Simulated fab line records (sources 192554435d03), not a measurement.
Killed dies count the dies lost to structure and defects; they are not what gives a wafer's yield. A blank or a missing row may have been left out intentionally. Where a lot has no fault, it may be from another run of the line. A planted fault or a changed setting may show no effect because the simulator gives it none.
fab line records | flow n5_finfet
record: lots: 4 | wafers: 11 | last_day: 17
route steps=1938 shown BEOL_M1@780 BEOL_M4@1111 PASSIVATION@1936
lots that met no fault: taken from a fault-free run of the same line
start_h: start of the lot's first displayed wafer, in hours after the record's first day | wait_h: hours since the lot's step before | " identical to the entry in the row above | L1.1+2: a row that stands for several wafers | - either no value or no given start | * or withheld: withheld | < > ~ a bound
route shown NAME@n: a module of which the file shows steps, and the number in the route of the first | usual: average and standard deviation across the fault-free wafers | same: alike in all rows | chamber/n: place in a boat | sites: readings site by site | _std_site: how widely they spread, as a standard deviation | _edge_site: inner sites' mean taken away from outer sites' mean | radius_mm: for every site, how far away it sits from the centre of the wafer | mask NAME#n: copy n | behind: the last tool/chamber to shape the wafer | hold: cause of the lot's hold/its duration in hours/its outcome | device: names the non-switching transistor (n, p or np) | end of line: the tests these same wafers got at the end of their route | where a step has no rows: the recipe by itself | killed: not the wafer's yield, but the dies lost to structure and defects at the first sort | map: shows each die of a wafer: x if killed, . if not, _ if none is there
set.NAME: the run value of the setting; set.NAME@STEP: its run value at that earlier step | model.NAME: the simulator's own value behind a step, which no gauge read
lots seen at some steps along the route; tables by step, rows by wafer
services: when a tool's chamber went out of use (start_h, in hours from the record's first day, below 0 if earlier), for how many hours, and the reason
== steps ==
step: N5_BEOL_M1_COAT_22
recipe: resist: CAR-EUV | spin_rpm: 1500 | resist_thk_nm: 30
step: N5_BEOL_M1_EBR_24
recipe: solvent: PGMEA | ebr_width_mm: 1.5
step: N5_BEOL_M1_SOFTBAKE_23
recipe: temp_c: 110 | time_s: 60 | resist: CAR-EUV
step: N5_BEOL_M1_EXPOSE_25
recipe: mask_id: V0 | na: 0.33 | source_shape: quasar | sigma_inner: 0.2 | sigma_outer: 0.8 | polarization: unpolarized | defocus_nm: 5 | target_cd_nm: 24 | dose_mj: 63
step: N5_BEOL_M1_PEB_26
recipe: peb_temp_c: 100 | peb_time_s: 60 | resist: CAR-EUV
step: N5_BEOL_M1_DEVELOP_27
recipe: develop_time_s: 30 | developer: TMAH | resist: CAR-EUV | rinse_liquid: surfactant_rinse | dry: air_spin | dev_temp_c: 23
step: N5_BEOL_M1_DESCUM_33
recipe: chemistry: O2 | time_s: 7 | source_power_w: 50 | bias_power_w: 20 | pressure_mtorr: 20 | rf_frequency_hz: 2.712e+07 | temp_c: 40 | resist: CAR-EUV | o2_flow_sccm: 225
step: N5_BEOL_M1_ETCH_77
recipe: chemistry: N2/H2 | target: underlayer | target_depth_a: 65 | mask_material: CAR-EUV | time_s: 5.2 | ion_energy_ev: 200 | pressure_mtorr: 30 | source_w: 840 | bias_w: 150 | n2_flow_sccm: 200 | h2_flow_sccm: 200 | ends: cleared
step: N5_BEOL_M1_ETCH_69
recipe: chemistry: CF4 | target: SiARC | target_depth_a: 156 | mask_material: CAR-EUV | time_s: 26 | ion_energy_ev: 80 | pressure_mtorr: 40 | source_w: 545 | bias_w: 36 | Ar_flow_sccm: 100 | cf4_flow_sccm: 100 | ends: cleared
step: N5_BEOL_M1_ALD_98
recipe: material: SiO2 | target_thk_a: 25 | temp_c: 100 | ald_precursor_family: BDEAS | ald_co_reactant: O2-plasma | pulse_time_s: 1 | co_reactant_pulse_time_s: 1 | purge_time_s: 2 | co_reactant_purge_time_s: 2 | ald_cycles: 17 | pressure_torr: 2
usual: ald_cycles: 17/0 | heater_power_w: 78/8.1 | precursor_pulse_height_rel: 1.001/0.021
lot.wafer | tool       | chamber | start_h | wait_h | ald_cycles | heater_power_w | precursor_pulse_height_rel | model.SiO2_of_BEOL_M1_ALD_98.thk_nm
L803.1    | ald_sin-02 | 1       | 162.53  | 0.3    | 17         | 75             | 0.980                      | 2.4
L803.6    | "          | 2       | "       | "      | 17         | 91             | 1.015                      | 2.4
L808.1    | ald_sin-02 | 3       | 196.50  | 0.1    | 8          | 74             | 0.994                      | 1.2
L808.3    | "          | 1       | "       | "      | 17         | 75             | 1.006                      | 2.6
L808.5    | "          | 0       | "       | "      | 17         | 83             | 1.014                      | 2.6
L810.2    | ald_sin-02 | 0       | 210.77  | 0.1    | 8          | 84             | 1.000                      | 1.2
L810.3    | "          | 1       | "       | "      | 17         | 75             | 1.026                      | 2.4
L810.4    | "          | 2       | "       | "      | 8          | 89             | 0.972                      | 1.2
L819.2    | ald_sin-03 | 1       | 260.74  | 0.1    | 17         | 83             | 1.032                      | 2.4
L819.5    | "          | 1       | "       | "      | 17         | 87             | 0.970                      | 2.4
L819.6    | "          | 0       | "       | "      | 17         | 85             | 0.991                      | 2.4
step: N5_BEOL_M1_ETCHBACK_99
recipe: chemistry: CHF3 | target: SiO2 | target_depth_a: 50 | time_s: 10.4 | source_w: 215 | bias_w: 47 | Ar_flow_sccm: 200 | CHF3_flow_sccm: 12 | ion_energy_ev: 100 | pressure_mtorr: 30
step: N5_BEOL_M1_ETCH_70
recipe: chemistry: N2/H2 | target: SOC | target_depth_a: 800 | overetch_a: 160 | mask_material: SiARC | temp_c: 40 | time_s: 120 | ion_energy_ev: 200 | pressure_mtorr: 30 | source_w: 840 | bias_w: 150 | n2_flow_sccm: 200 | h2_flow_sccm: 200
step: N5_BEOL_M1_STRIP_71
recipe: chemistry: N2/H2 | temp_c: 40 | n2_flow_sccm: 200 | h2_flow_sccm: 200 | rf_frequency_hz: 6e+07
step: N5_BEOL_M1_STRIP_78
recipe: chemistry: N2/H2 | temp_c: 40 | n2_flow_sccm: 200 | h2_flow_sccm: 200 | rf_frequency_hz: 6e+07
step: N5_BEOL_M1_VIA_ETCH_34
recipe: chemistry: C4F6/O2 | target_depth_a: 678 | mask_material: SOC | pressure_mtorr: 15 | ion_energy_ev: 250 | taper_deg: 4 | time_s: 64.4 | source_w: 350 | bias_w: 170 | Ar_flow_sccm: 300 | C4F6_flow_sccm: 10 | O2_flow_sccm: 10
usual: drypump_motor_current_A: 5.8/0.54 | oes_f_703_au: 0.81/0.072 | oes_product_au: 0.82/0.074 | rf_vpp_V: 670/14 | showerhead_plenum_p_Torr: 2.87/0.075 | throttle_valve_pct: 30.8/0.37
lot.wafer | tool        | chamber | start_h | wait_h | drypump_motor_current_A | oes_f_703_au | oes_product_au | rf_hours_counter_h | rf_vpp_V | showerhead_plenum_p_Torr | throttle_valve_pct | model.BEOL_M1.cd_nm
L803.1    | rie_diel-01 | 3       | 163.51  | 0.0    | 5.2                     | 0.88         | 0.87           | 46                 | 664      | 2.89                     | 30.9               | 18.4
L803.6    | "           | 0       | "       | "      | 6.8                     | 0.83         | 0.85           | -                  | 681      | 2.99                     | 30.6               | 18
L808.1    | rie_diel-05 | 3       | 198.37  | 0.0    | 6.3                     | 0.82         | 0.81           | 103                | 643      | 2.88                     | 31.4               | 20.8
L808.3    | "           | 0       | "       | "      | 5.7                     | 0.77         | 0.80           | 108                | 691      | 2.98                     | 30.5               | 18.2
L808.5    | "           | 2       | "       | "      | 5.2                     | 0.72         | 0.74           | -                  | 659      | 2.84                     | 30.7               | 17.8
L810.2    | rie_diel-01 | 1       | 214.04  | 0.0    | 5.5                     | 0.85         | 0.86           | 79                 | 668      | 2.86                     | 30.2               | 20.8
L810.3    | "           | 2       | "       | "      | 5.3                     | 0.90         | 0.92           | 22                 | 678      | 2.80                     | 31.1               | 18.4
L810.4    | "           | 3       | "       | "      | 5.2                     | 0.86         | 0.86           | 57                 | 666      | 2.88                     | 30.9               | 20.8
L819.2    | rie_diel-01 | 3       | 261.59  | 0.0    | 5.2                     | 0.85         | 0.83           | 72                 | 664      | 2.88                     | 30.9               | 17.8
L819.5    | "           | 3       | "       | "      | 5.2                     | 0.85         | 0.84           | -                  | 664      | 2.88                     | 30.9               | 18.4
L819.6    | "           | 0       | "       | "      | 6.7                     | 0.81         | 0.82           | -                  | 680      | 2.97                     | 30.7               | 17.6
step: N5_BEOL_M1_STRIP_83
recipe: chemistry: C4F6/O2 | resist: SiARC | rf_frequency_hz: 6e+07
step: N5_BEOL_M1_STRIP_36
recipe: chemistry: N2/H2 | power_w: 450 | temp_c: 40 | pressure_mtorr: 20 | rf_frequency_hz: 6e+07 | overash_fraction: 0.3 | bias_power_w: 7 | h2_frac: 0.5 | n2_flow_sccm: 200 | h2_flow_sccm: 200
step: N5_BEOL_M1_TRENCH_ETCH_37
recipe: chemistry: C4F6/O2 | target_depth_a: 552.07 | target: SiOC | time_s: 29 | ion_energy_ev: 250 | pressure_mtorr: 30 | source_w: 355 | bias_w: 185 | Ar_flow_sccm: 300 | C4F6_flow_sccm: 10 | O2_flow_sccm: 10
step: N5_BEOL_M1_ETCH_41
recipe: chemistry: CH3F/O2 | target: SiCN | target_depth_a: 319 | taper_deg: 2 | time_s: 57.8 | ion_energy_ev: 120 | mask_material: TiN | pressure_mtorr: 30 | source_w: 395 | bias_w: 75 | Ar_flow_sccm: 150 | CH3F_flow_sccm: 30 | O2_flow_sccm: 20
step: N5_BEOL_M1_STRIP_97
recipe: chemistry: N2/H2 | time_s: 10 | power_w: 450 | temp_c: 40 | pressure_mtorr: 20 | rf_frequency_hz: 6e+07 | bias_power_w: 7 | n2_flow_sccm: 200 | h2_flow_sccm: 200
step: N5_BEOL_M1_HM_STRIP_39
recipe: chemistry: peroxide_tin_strip | material: TiN | target_depth_a: 250 | temp_c: 50 | time_s: 158
step: N5_BEOL_M1_SRD_40
recipe: time_s: 30 | temp_c: 23 | rinse_liquid: diw | dry: ipa_marangoni
step: N5_BEOL_M1_PRECLEAN_42
recipe: chemistry: residue_remover | time_s: 60 | temp_c: 40
step: N5_BEOL_M1_SRD_43
recipe: time_s: 30 | temp_c: 23 | rinse_liquid: diw | dry: ipa_marangoni
step: N5_BEOL_M1_DEGAS_44
recipe: ambient: vacuum | temp_c: 250 | time_s: 60
step: N5_BEOL_M1_PRE_CLEAN_45
recipe: gas: H2/He | time_s: 30 | temp_c: 250
step: N5_BEOL_M1_ALD_84
recipe: material: TaN | target_thk_a: * | temp_c: 275 | ald_precursor_family: PDMAT | ald_co_reactant: NH3 | pressure_torr: 3 | carrier_flow_sccm: 1500 | pulse_time_s: 2 | purge_time_s: 3 | co_reactant_purge_time_s: 2 | co_reactant_pulse_time_s: 3 | ald_cycles: 30 | precursor_vessel_temp_c: 75 | precursor_vessel_pressure_torr: 26.25 | precursor_vessel_carrier_sccm: 1000
step: N5_BEOL_M1_SURFACE_TREAT_85
recipe: gas: Ar | time_s: * | ion_energy_ev: * | ion_current_ma_cm2: 0.5 | pressure_mtorr: * | ar_flow_sccm: 30
step: N5_BEOL_M1_CVD_47
recipe: material: Co | target_thk_a: 30 | temp_c: withheld | precursor: CCTBA/H2 | pressure_torr: 30 | time_s: 223.8
step: N5_BEOL_M1_SPUTTER_48
recipe: material: Cu | target_thk_a: 45 | temp_c: -20 | chamber_pressure_pa: 0.07 | power_w: withheld | time_s: 8.29
step: N5_BEOL_M1_ANNEAL_49
recipe: temp_c: 400 | time_s: 240 | ambient: vacuum
step: N5_BEOL_M1_SPUTTER_79
recipe: material: Cu | target_thk_a: 45 | temp_c: -20 | chamber_pressure_pa: 0.07 | power_w: withheld | time_s: 8.29
step: N5_BEOL_M1_ANNEAL_80
recipe: temp_c: 400 | time_s: 240 | ambient: vacuum
step: N5_BEOL_M1_SPUTTER_81
recipe: material: Cu | target_thk_a: 45 | temp_c: -20 | chamber_pressure_pa: 0.07 | power_w: withheld | time_s: 8.29
step: N5_BEOL_M1_ANNEAL_82
recipe: temp_c: 400 | time_s: 240 | ambient: vacuum
step: N5_BEOL_M1_SPUTTER_86
recipe: material: Cu | target_thk_a: 45 | temp_c: -20 | chamber_pressure_pa: 0.07 | power_w: withheld | time_s: 8.29
step: N5_BEOL_M1_ANNEAL_87
recipe: temp_c: 400 | time_s: 240 | ambient: vacuum
step: N5_BEOL_M4_RC_MEAS_101
usual: CHAIN_V0: 238/10 | CHAIN_V0_max_site: 246/11 | DIBL_N: 36.3/1.6 | DIBL_P: 36.2/2 | IOFF_N: 0.160/0.028 | IOFF_P: 0.21/0.036 | ION_N: 677/11 | ION_P: 465/6.9 | SS_N: 71.5/0.55 | SS_P: 73.3/0.64 | VT_N: 250/3 | VT_P: -250/3.5
lot.wafer | tool      | chamber | start_h | wait_h | CHAIN_V0[ohm/link] | CHAIN_V0_max_site[ohm/link] | DIBL_N[mV/V] | DIBL_P[mV/V] | IOFF_N[nA/um] | IOFF_P[nA/um] | ION_N[uA/um] | ION_P[uA/um] | SS_N[mV/dec] | SS_P[mV/dec] | VT_N[mV] | VT_P[mV]
L803.1    | prober-01 | 0       | 209.38  | 0.0    | 224                | 233                         | 34.4         | 35.6         | 0.137         | 0.18          | 665          | 458          | 71.1         | 73.2         | 252      | -253
L803.6    | "         | 0       | "       | "      | 240                | 247                         | 34.7         | 35.1         | 0.145         | 0.18          | 668          | 458          | 71.2         | 72.6         | 249      | -251
L808.1    | prober-02 | 0       | 240.26  | 0.0    | 200                | 209                         | 35.6         | 33.1         | 0.130         | 0.17          | 673          | 462          | 71.7         | 73.1         | 254      | -255
L808.3    | "         | 0       | "       | "      | 230                | 239                         | 36.5         | 33.7         | 0.143         | 0.18          | 667          | 455          | 72.3         | 73.3         | 252      | -254
L808.5    | "         | 0       | "       | "      | 246                | 257                         | 37.0         | 34.1         | 0.132         | 0.18          | 665          | 459          | 72.1         | 73.2         | 255      | -254
L810.2    | prober-01 | 0       | 245.80  | 0.2    | 195                | 201                         | 38.8         | 38.5         | 0.223         | 0.24          | 688          | 461          | 72.2         | 74.4         | 246      | -250
L810.3    | "         | 0       | "       | "      | 234                | 246                         | 37.0         | 37.2         | 0.183         | 0.22          | 685          | 465          | 71.2         | 73.4         | 248      | -252
L810.4    | "         | 0       | "       | "      | 196                | 202                         | 39.6         | 39.3         | 0.225         | 0.25          | 685          | 467          | 72.3         | 74.9         | 246      | -249
L819.2    | prober-02 | 0       | 309.64  | 0.2    | 248                | 251                         | 35.1         | 34.3         | 0.134         | 0.17          | 679          | 462          | 70.7         | 73.3         | 251      | -255
L819.5    | "         | 0       | "       | "      | 237                | 243                         | 35.7         | 35.7         | 0.144         | 0.18          | 665          | 452          | 71.8         | 73.6         | 251      | -252
L819.6    | "         | 0       | "       | "      | 254                | 261                         | 35.9         | 36.2         | 0.152         | 0.18          | 683          | 460          | 71.4         | 73.5         | 249      | -254
sites CHAIN_V0 radius_mm=0,75,75,75,75,140,140,140,140
L803.1 224 228 225 229 233 217 216 217 215
L808.1 189 197 197 194 201 203 200 209 202
L810.2 188 192 201 197 192 195 196 195 195
L819.2 249 247 248 251 245 248 242 251 243
step: N5_PASSIVATION_PROBE_49
usual: defect_limited_yield: 91.2/1.5 | killed_at_M0_to_M3: 36/10 | killed_at_M4_up: 13/6 | killed_at_contacts: 11/5.2 | killed_at_front_end: 40/11 | killed_at_other: 3.1/2.9 | killed_dies: 104/17 | killed_on_rim: 14/3.6 | killed_open: 66/12 | killed_short: 34/7.7 | sort_bin_5_function: 5.1/0.91 | sort_bin_6_memory: 3.2/0.67 | sort_n_pass: 1076/17 | sort_yield_pct: 91.2/1.5
same: gross_dies: 1180 | killed_at_back_side: 0 | sort_bin_4_leakage[%]: 0 | sort_bin_8_speed[%]: 0
lot.wafer | tool      | chamber | start_h | wait_h | defect_limited_yield[%] | killed_at_M0_to_M3 | killed_at_M4_up | killed_at_contacts | killed_at_front_end | killed_at_other | killed_dies | killed_on_rim | killed_open | killed_short | sort_bin_5_function[%] | sort_bin_6_memory[%] | sort_n_pass | sort_yield_pct[%]
L808.1    | prober-02 | -       | 349.31  | 0.0    | 73.5                    | 257                | 11              | 8                  | 36                  | 1               | 313         | 88            | 57          | 37           | 4.7                    | 3.3                  | 867         | 73.5
L808.3    | prober-02 | -       | 349.41  | 0.1    | 91.2                    | 44                 | 11              | 2                  | 47                  | 0               | 104         | 18            | 71          | 30           | 5.8                    | 2.7                  | 1076        | 91.2
L808.5    | prober-02 | -       | 349.51  | 0.2    | 91.0                    | 46                 | 9               | 12                 | 36                  | 3               | 106         | 11            | 62          | 44           | 5.3                    | 3.5                  | 1074        | 91.0
L810.2    | prober-02 | -       | 355.53  | 0.1    | 73.4                    | 262                | 6               | 7                  | 39                  | 0               | 314         | 64            | 60          | 27           | 4.7                    | 2.5                  | 866         | 73.4
L810.3    | prober-02 | -       | 355.58  | 0.1    | 91.0                    | 36                 | 13              | 12                 | 45                  | 0               | 106         | 11            | 70          | 30           | 5.3                    | 3.5                  | 1074        | 91.0
L810.4    | prober-02 | -       | 355.63  | 0.2    | 73.2                    | 245                | 12              | 7                  | 52                  | 0               | 316         | 23            | 64          | 36           | 5.7                    | 2.3                  | 864         | 73.2
killed by level:class
L808.1 BEOL_M1:area_etchback=217 FIN_SAQP:geometric_particle:open=13 BEOL_M0_SAQP:geometric_particle:short=11 FIN_SAQP:geometric_particle:short=10 BEOL_M3:geometric_particle:open=10 STI_FIN_REVEAL:geometric_particle:open=6 BEOL_M0_SAQP:geometric_particle:open=5 MOL_CONTACT_COAG:geometric_particle:open=5
L808.3 FIN_SAQP:geometric_particle:open=11 BEOL_M3:geometric_particle:open=10 BEOL_M2:geometric_particle:open=10 FIN_SAQP:geometric_particle:short=9 STI_FIN_REVEAL:geometric_particle:open=7 BEOL_M0_SAQP:geometric_particle:short=6 BEOL_M0_SAQP:geometric_particle:open=6 DUMMY_GATE:geometric_particle:open=5
L808.5 BEOL_M0_SAQP:geometric_particle:short=20 BEOL_M0_SAQP:geometric_particle:open=10 MOL_CONTACT_COAG:geometric_particle:open=9 FIN_SAQP:geometric_particle:short=8 FIN_SAQP:geometric_particle:open=6 STI_FIN_REVEAL:geometric_particle:open=6 BEOL_M1:geometric_particle:open=6 GATE_CUT:geometric_particle:short=5
L810.2 BEOL_M1:area_etchback=221 BEOL_M0_SAQP:geometric_particle:open=12 BEOL_M2:geometric_particle:open=10 FIN_SAQP:geometric_particle:open=9 STARTING-WAFER:geometric_particle:open=7 STI_FIN_REVEAL:geometric_particle:open=5 MOL_CONTACT_COAG:geometric_particle:open=5 BEOL_M0_SAQP:geometric_particle:short=5
L810.3 STI_FIN_REVEAL:geometric_particle:open=11 BEOL_M3:geometric_particle:open=10 FIN_SAQP:geometric_particle:open=9 MOL_CONTACT_COAG:geometric_particle:open=8 BEOL_M0_SAQP:geometric_particle:open=6 BEOL_M0_SAQP:geometric_particle:short=6 DUMMY_GATE:geometric_particle:open=5 BEOL_M1:geometric_particle:open=5
L810.4 BEOL_M1:area_etchback=215 DUMMY_GATE:geometric_particle:open=12 FIN_SAQP:geometric_particle:open=10 STI_FIN_REVEAL:geometric_particle:open=9 BEOL_M0_SAQP:geometric_particle:short=8 FIN_SAQP:geometric_particle:short=7 BEOL_M0_SAQP:geometric_particle:open=5 MOL_CONTACT_COAG:geometric_particle:open=4
map L808.1 (x killed, . not)
_________________...x.....xxx________________
______________x......x.x.x.xx.x._____________
___________xxxx..x..x..xx.x..xxx.x.__________
__________x.xxx...............xx...._________
________xxx..xx...x.......x.......x..._______
_______.xx.x.....x..x.xx...............______
______xxx.x.x.......x..x...........xx.xx_____
_____xxxx..x...x..........x.........xx.x.____
____x.xxxxx.....x.......x..............x.x___
___xxxxxx....x............x.......x......x.__
___xxx.x......x.x......x.....x..........xx.__
__xxx..x.x.................................x_
__xx..x........x...............x............_
_.xxxxxx..x.x........x.....x..............x.x
_xx.x.x....x....x...x.................xx.xx.x
_xx.xx.xx.................x.........x....x..x
_x.x.x............x....x.....x..xx......xx.xx
_.xxxxx..........................x.....x..xx.
_x...xx.x..........................x.....x..x
_xxxxx......x..............................x.
_.x.xx.x..............x.......x..x.........xx
__x.....x...............................xx.._
__xx..............................x.x.x...x._
___xx......x.........x...........xx..x...xx__
___xxxxxx...x..x.................x.....x...__
____xx.xx.............................xx.x___
_____.xxx.x.xx..........x........x.x..xx.____
______.xx.xx..xx.....x.x.x.x.x......x.x._____
_______.x.x....xx.........x..x..x.x.x..______
________xxx.......xxx.....x.....x..xxx_______
__________.xx.x.x.x......x..xxx...xx_________
___________xx..xxxxxxx.xxxxxxxx..xx__________
______________x.xx.xxxx.xxxxxx.x_____________
_________________x..xxx......________________
map L810.4 (x killed, . not)
_________________......xx....________________
______________....x..x.....xxx.._____________
___________..x.x...........x.xx....__________
__________...x..x......x.x...x.x...._________
________....xx...x..xxxx...x..xxxxx.x._______
_______..........xx.x..x.xxx.....x...x.______
______....x....xx....x...x.....x.xx.xx.._____
_____..........xx.xxxxx.....x..x.x.....x.____
____x..........xx.x.x..x..x.xx...x..xxxxx.___
___....xx....x..x.xxx....xxxx..x..xx.....xx__
___x.x....x.......xxx..x..x.x...xxxxxx.x..x__
__......x.x.....xxx.xx.x...x...x..x.xx.x...._
__.......x...x...x..x.xxx.xxxx..xx...x.x...._
_...........x...x....xx.x.xx.x.x.x.x.x..xx.xx
_.............x.x..x.xxxxxxxxxxxx.x.xx..x..x.
_...x.........x....xx..xxx.xxxxxx.xx...x.....
_...x.................xxxxxxxxx.....x.x.x....
_...............x.xx.x.xxxx..xxx..x..........
_..x....x....xxx.......x..xx.x....x.......x..
_.....x...........xxxxx..x.x.x...x.....x.....
_..............x..xx.x.xxxx..xxx...x.........
__x...x...x.x....x...xx...xxx......x........_
__......x.x.......x....xx..xx.x.x..xx......._
___.......x..............xx.xx....x.x..x...__
___..........x..x.....x.....x...x..........__
____......x............x........x.x....x.x___
_____...............xx...........xx..x...____
______.................xx...x.........x._____
_______...x............x.x..x..........______
________x...x.x..........x...........x_______
__________.......x..........xxx....._________
___________.xx....x................__________
______________.................._____________
_________________............________________
== services ==
tool        | chamber | start_h | hours | kind
ald_sin-03  | -       | 176.90  | 14.0  | pm
ald_sin-03  | 0       | 176.90  | 14.0  | vent_cycle
ald_sin-03  | 1       | 176.90  | 14.0  | vent_cycle
ald_sin-03  | 2       | 176.90  | 14.0  | vent_cycle
ald_sin-03  | 3       | 176.90  | 14.0  | vent_cycle
rie_diel-01 | -       | 187.24  | 4.3   | pm
ald_sin-03  | 0       | 190.90  | -     | clean
ald_sin-03  | 1       | 190.90  | -     | clean
ald_sin-03  | 2       | 190.90  | -     | clean
ald_sin-03  | 3       | 190.90  | -     | clean
ald_sin-02  | 2       | 194.87  | 14.8  | repair
ald_sin-03  | -       | 201.27  | 2.8   | pm
rie_diel-01 | -       | 206.39  | 0.5   | repair
== key ==
first_sign: step: N5_BEOL_M1_ALD_98 | reading: ald_cycles | direction: down | sigmas: 99+ | usual: * | struck: *
effect: step: N5_BEOL_M4_RC_MEAS_101 | reading: CHAIN_V0 | direction: down | sigmas: 3.9 | usual: 238 | struck: 197
effect: step: N5_BEOL_M4_RC_MEAS_101 | reading: CHAIN_V0_max_site | direction: down | sigmas: 3.9 | usual: 246 | struck: 204
effect: step: N5_PASSIVATION_PROBE_49 | reading: killed_at_M0_to_M3 | direction: up | sigmas: 21 | usual: 36 | struck: 255
model_effect: step: N5_BEOL_M1_ALD_98 | value: SiO2_of_BEOL_M1_ALD_98.thk_nm | without: 2.4 | struck: 1.2
model_effect: step: N5_BEOL_M1_VIA_ETCH_34 | value: BEOL_M1.cd_nm | without: 18.2 | struck: 20.8
more_kills_born_at: N5_BEOL_M1_ETCHBACK_99@rie_diel-01: 436 | N5_BEOL_M1_ETCHBACK_99@rie_diel-05: 217
met_at N5_BEOL_M1_ALD_98
struck_wafers L808.1,L810.2,L810.4
onset_between 162.53 196.50
fault: kind: process_parameter_drift | tool: ald_sin-02 | chamber: - | onset_h: 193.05 | steps: N5_BEOL_M1_ALD_98 | channel: ald_cycles | offset: * | shape: step | end_h: 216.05 | scope: struck_wafers_only | acts_in: * | stated: *
